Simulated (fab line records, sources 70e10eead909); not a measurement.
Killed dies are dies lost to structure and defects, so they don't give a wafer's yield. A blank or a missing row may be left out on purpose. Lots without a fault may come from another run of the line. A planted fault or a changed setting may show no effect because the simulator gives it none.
Which tool did it? | flow nand_harc | 6 lots, 18 wafers sampled, at 2 steps of a route of 1302

WHAT THE GAUGES READ, wafer by wafer
NHARC_P_ZERO_WELL_CD_MEAS_52: target cd 2000 nm.
lot  | measured     | on        | cd_nm (nm)
L492 | day 2 12:30  | cd_sem-01 | 2000.1 1999.2 2001.2
L495 | day 3 17:47  | cd_sem-01 | 2000.4 1998.6 2003.3
L498 | day 4 23:59  | cd_sem-03 | 2000.1 2002.5 2000.0
L508 | day 9 03:53  | cd_sem-01 | 1996.8 1999.4 1999.3
L510 | day 10 00:50 | cd_sem-03 | 2001.3 2001.7 1997.6
L513 | day 11 05:49 | cd_sem-01 | 2001.6 1998.2 1999.1

WHICH TOOL RAN EACH LOT (tool, then ch and the chambers of the sampled wafers, then the start)
lot  | NHARC_P_ZERO_WELL_EXPOSE_49
L492 | krf_scanner-04 ch 0, day 2 12:20
L495 | krf_scanner-01 ch 0, day 3 17:39
L498 | krf_scanner-01 ch 0, day 4 23:50
L508 | krf_scanner-04 ch 0, day 9 03:43
L510 | krf_scanner-02 ch 0, day 10 00:41
L513 | krf_scanner-01 ch 0, day 11 05:40
- NHARC_P_ZERO_WELL_EXPOSE_49: exposes mask P HVPW, target cd 2000 nm.

THE ANSWER, worked out from the rows above alone
Rule: what is usual is taken from the lots themselves. Put in order of their means at a reading, lots are off if they are a third of the lots or fewer, leave a main group of 4 or more, and stand apart from it by a gap of 3 or more times the standard deviation of the main group's means; of several such gaps the widest counts. A main group whose means are all the same, to the digits that the tables above print for the reading, isn't used. A lot without any number at a reading at which 4 lots or more have one is off too. The other lots that the step has rows for count as sound.
No lot is off at any reading shown: from this, nothing can be told.

WHAT THE SIMULATOR HAD PUT IN
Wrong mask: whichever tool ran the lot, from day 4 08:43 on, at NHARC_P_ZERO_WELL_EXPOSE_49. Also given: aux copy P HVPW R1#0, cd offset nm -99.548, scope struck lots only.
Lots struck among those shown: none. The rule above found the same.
